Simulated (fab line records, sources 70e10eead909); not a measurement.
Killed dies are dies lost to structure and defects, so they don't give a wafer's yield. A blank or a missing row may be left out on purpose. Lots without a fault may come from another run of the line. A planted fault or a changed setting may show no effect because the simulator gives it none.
Chamber matching | flow nand_harc | NHARC_A_CONTACT_ETCH_48 on rie_diel-03: 4 sister chambers
The step etches the open film in CF4, target depth 39 nm, time 65 s. 4 wafers are shown with their chamber, then 7 later ones without.

WAFERS WITH THEIR CHAMBER
wafer  | chamber | showerhead_plenum_p_Torr (Torr)
L076.1 | 3       | 1.76
L076.6 | 2       | 1.65
L085.1 | 1       | 1.81
L085.2 | 0       | 1.77

WAFERS WITHOUT THEIR CHAMBER
wafer  | showerhead_plenum_p_Torr (Torr)
L085.6 | 1.64
L083.2 | 1.77
L083.3 | 1.64
L083.4 | 1.81
L097.1 | 1.76
L097.2 | 1.90
L097.5 | 1.80

WHICH CHAMBER EACH WENT THROUGH
wafer  | from the rows above          | in truth
L085.6 | 2                            | 2
L083.2 | can't be placed: 0 or 3 or 1 | 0
L083.3 | 2                            | 2
L083.4 | can't be placed: 1 or 0 or 3 | 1
L097.1 | can't be placed: 3 or 0 or 1 | 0
L097.2 | can't be placed: 1 or 0 or 3 | 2
L097.5 | can't be placed: 1 or 0 or 3 | 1
Placed correctly: 2 of 7. Can't be placed from these rows: 5 (the true chamber is among the candidates in 4). Placed wrongly: 0.
How it was worked out, from the rows above alone: a wafer's distance from a chamber is the root of the sum, over the readings, of the square of ((its reading less the chamber's mean) divided by the reading's scatter). The wafer belongs to the nearest chamber; if the next one is less than 2 further off, it can't be placed. A chamber's mean is the mean of its shown wafers. The scatter: with one shown wafer a chamber, the root of the mean of the squares of how far each hidden wafer lies from its nearest shown one.
